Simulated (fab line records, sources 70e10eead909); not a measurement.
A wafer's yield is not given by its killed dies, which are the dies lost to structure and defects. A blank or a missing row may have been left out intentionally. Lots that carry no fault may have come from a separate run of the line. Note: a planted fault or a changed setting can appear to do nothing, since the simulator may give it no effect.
Chamber matching	flow nand harc	rie diel-03 running NHARC_P_ZERO_WELL_DESCUM_13: 4 sister chambers
The step chemistry O2, time 3 s. 8 wafers are shown with their chamber, then 7 later ones without.

== WAFERS, EACH WITH ITS CHAMBER ==
wafer	chamber	showerhead plenum p Torr (Torr)	rf vpp V (V)
L075.2	1	1.95	58.0
L082.5	3	1.83	57.4
L082.6	2	1.79	56.0
L083.1	3	1.83	56.9
L083.2	0	1.90	57.0
L083.3	2	1.79	57.3
L083.4	1	1.95	59.3
L083.5	0	1.89	56.7

== WAFERS WITH NO CHAMBER GIVEN ==
wafer	showerhead plenum p Torr (Torr)	rf vpp V (V)
L083.6	1.83	56.8
L088.2	1.89	56.2
L088.3	1.82	56.4
L088.4	1.94	59.4
L095.1	1.94	57.4
L095.2	1.82	57.3
L095.4	1.94	58.5

== WHICH CHAMBER EACH ONE RAN IN ==
wafer	from the rows above	in truth
L083.6	3	3
L088.2	0	0
L088.3	3	3
L088.4	1	1
L095.1	1	1
L095.2	3	3
L095.4	1	1
Placed correctly: 7 of 7. Left unplaced by these rows: 0. 0 placed wrongly.
How it was worked out, from the rows above alone: a wafer's distance from a chamber is the root of the sum, over the readings, of the square of ((its reading less the chamber's mean) divided by the reading's scatter). If the next closest chamber is less than 2 further off than the closest, the wafer can't be placed; otherwise it belongs to the closest. The mean given for a chamber averages the wafers shown for that chamber. The scatter: take each reading less its chamber's mean, square it, sum over the shown wafers, divide by the number of wafers less the number of chambers, and take the root.
